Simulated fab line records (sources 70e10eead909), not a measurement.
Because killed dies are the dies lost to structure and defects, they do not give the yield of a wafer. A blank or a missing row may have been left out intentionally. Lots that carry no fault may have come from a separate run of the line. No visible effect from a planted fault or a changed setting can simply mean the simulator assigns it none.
Chamber matching | flow nand harc | NHARC_P_M0_ETCH_34 on rie diel-09 has 4 sister chambers
The step etches the open film in N2/H2, target depth 40 nm, overetch 12 nm, time 43.94 s. 8 wafers are shown with their chamber, then 7 later ones without.

## EACH WAFER AND ITS CHAMBER
wafer  | chamber | drypump motor current A (A) | rf vpp V (V)
L077.6 | 0       | 6.2                         | 429.3
L081.6 | 1       | 6.3                         | 434.1
L079.5 | 2       | 5.3                         | 430.7
L087.1 | 2       | 5.3                         | 431.9
L087.2 | 0       | 6.2                         | 429.1
L087.6 | 3       | 5.1                         | 430.9
L090.1 | 1       | 6.3                         | 435.8
L090.2 | 3       | 5.0                         | 428.4

## WAFERS WITHOUT THEIR CHAMBER
wafer  | drypump motor current A (A) | rf vpp V (V)
L090.6 | 6.3                         | 433.3
L092.1 | 6.2                         | 430.1
L092.2 | 5.3                         | 431.8
L092.6 | 6.2                         | 428.3
L091.4 | 5.3                         | 432.1
L091.5 | 5.1                         | 429.4
L091.6 | 5.3                         | 432.3

## CHAMBER TAKEN BY EACH
wafer  | from the rows above | in truth
L090.6 | 1                   | 1
L092.1 | 0                   | 0
L092.2 | 2                   | 2
L092.6 | 0                   | 0
L091.4 | 2                   | 2
L091.5 | 3                   | 3
L091.6 | 2                   | 2
Placed correctly: 7 of 7. From these rows, 0 cannot be placed. Wrongly placed: 0.
How it was worked out, from the rows above alone: a wafer's distance from a chamber is the root of the sum, over the readings, of the square of ((its reading less the chamber's mean) divided by the reading's scatter). If the next closest chamber is less than 2 further off than the closest, the wafer can't be placed; otherwise it belongs to the closest. For every chamber, the mean is computed from those of its wafers that are shown. The scatter: the root of (the sum of the squares of (reading less its chamber's mean) over the shown wafers, divided by (wafers less chambers)).
